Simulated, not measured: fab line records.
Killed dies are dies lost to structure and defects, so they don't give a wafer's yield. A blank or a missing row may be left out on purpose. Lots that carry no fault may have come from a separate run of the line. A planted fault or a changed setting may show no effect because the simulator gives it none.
Split-lot trial    flow n5Finfet    21 wafers read across 7 lots, on a route 1938 steps long

== THE SPLIT ITSELF ==
At N5_BEOL_M2_COAT_62 (time 60 s, resist thk 12 nm), the setting spinRpm was moved away from the recipe's 1500 rpm on 9 of the 21 wafers read, by -8.7% to +9.8%. This setting was run at the recipe's value on the other wafers.

== FROM THE SPLIT TO THE READING: what the file shows between them, 2 steps ==
- N5_BEOL_M2_DESCUM_16: chemistry O2, time 7 s (also split here: timeS)
- N5_BEOL_M2_ETCH_74: etches underlayer in N2/H2, target depth 6.5 nm, time 5.2 s

== THE READING ==
etch.depthNm (the simulator's own value, which no gauge read), in nm, at N5_BEOL_M2_ETCH_63 (etches SiARC in CF4, target depth 15.6 nm, time 26 s). The file does not state a usual value for it. The 12 wafers here that ran the recipe average 12.03 nm, standard deviation 0.049 nm.

wafer   tool, chamber at the split  spinRpm as run, rpm  against the recipe  etch.depthNm, nm  against lot-mates on the recipe
L076.1  lithoTrack-05, 0            1647                 +9.8%               11.54             -0.58
L076.5  lithoTrack-05, 0            1500                 recipe              12.13             -
L076.6  lithoTrack-05, 0            1500                 recipe              12.1              -
L078.1  lithoTrack-01, 0            1420                 -5.3%               12.35             +0.37
L078.2  lithoTrack-01, 0            1500                 recipe              11.98             -
L078.4  lithoTrack-01, 0            1420                 -5.3%               12.31             +0.33
L080.1  lithoTrack-01, 0            1395                 -7.0%               12.4              +0.42
L080.2  lithoTrack-01, 0            1500                 recipe              11.98             -
L080.5  lithoTrack-01, 0            1395                 -7.0%               12.43             +0.45
L084.2  lithoTrack-05, 0            1500                 recipe              12.04             -
L084.3  lithoTrack-05, 0            1500                 recipe              12.05             -
L084.6  lithoTrack-05, 0            1500                 recipe              12.05             -
L090.1  lithoTrack-02, 0            1601                 +6.7%               11.63             -0.36
L090.3  lithoTrack-02, 0            1601                 +6.7%               11.55             -0.44
L090.5  lithoTrack-02, 0            1500                 recipe              11.99             -
L093.1  lithoTrack-02, 0            1369                 -8.7%               12.63             +0.55
L093.3  lithoTrack-02, 0            1500                 recipe              12.08             -
L093.4  lithoTrack-02, 0            1369                 -8.7%               12.58             +0.50
L095.1  lithoTrack-02, 0            1500                 recipe              12                -
L095.3  lithoTrack-02, 0            1500                 recipe              12                -
L095.6  lithoTrack-02, 0            1500                 recipe              11.98             -

THE FIT
A straight line over all 21 wafers: etch.depthNm changes by -0.0593 nm for each +1% of spinRpm; r = -0.98; the points scatter about the line by 0.054 nm.
The same after taking each lot's own level away (the mean of its wafers on the recipe; 21 wafers): -0.0606 nm for each +1%; r = -1.00; scatter 0.021 nm.
That fit puts the effect of the largest move of spinRpm on the reading at 0.59 nm.
Measured against the standard deviation above, the lots' own levels, which go from 11.980 to 12.115 nm, span 2.7 times it.
Consequently the slope shifts little with the lot-to-lot level, the two slopes agreeing.
Check: for one of the wafers moved furthest among these (+9.8%), held out of the fit, the line's prediction against its lot-mates is -0.594 nm. It came out at -0.575 nm against them.

== OTHER SPLITS APPLIED TO THESE WAFERS ==
These wafers also went through other splits before the reading. Each is held against what the fit with the lots' levels taken away leaves over:
other split on the same wafers         wafers away from the commonest value  r with etch.depthNm (lot level and that fit taken away)
N5_SDB_COAT_03 spinRpm                 10                                    -0.24
N5_HKMG_FIN_ETCH_54 sourceW            6                                     +0.40
N5_HKMG_FIN_COAT_30 spinRpm            4                                     -0.22
N5_MOL_CONTACT_COAG_ETCH_105 biasW     11                                    -0.15
N5_MOL_CONTACT_COAG_ALD_133 aldCycles  9                                     +0.16
N5_BEOL_M0_DEP_125 timeS               7                                     +0.19
N5_BEOL_M1_ILD_DEP_00 timeS            7                                     +0.25
N5_BEOL_M2_DESCUM_16 timeS             10                                    -0.44

== THE WHOLE CHAIN: every reading that the file lists as answering this split, in the file's order ==
step                what it does                                          reading                                                                          change (the file's fit)                 r (the file's)
N5_BEOL_M2_COAT_62  time 60 s, resist thk 12 nm                           SiARC_of_BEOL_M2_COAT_62.thkNm (the simulator's own value, which no gauge read)  -0.0602 nm for each +1% of the setting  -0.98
N5_BEOL_M2_ETCH_63  etches SiARC in CF4, target depth 15.6 nm, time 26 s  etch.depthNm (the simulator's own value, which no gauge read)                    -0.0603 nm for each +1% of the setting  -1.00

== FILE'S OWN FIT ==
etch.depthNm changes by -0.0603 nm for each +1% of spinRpm, r = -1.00.
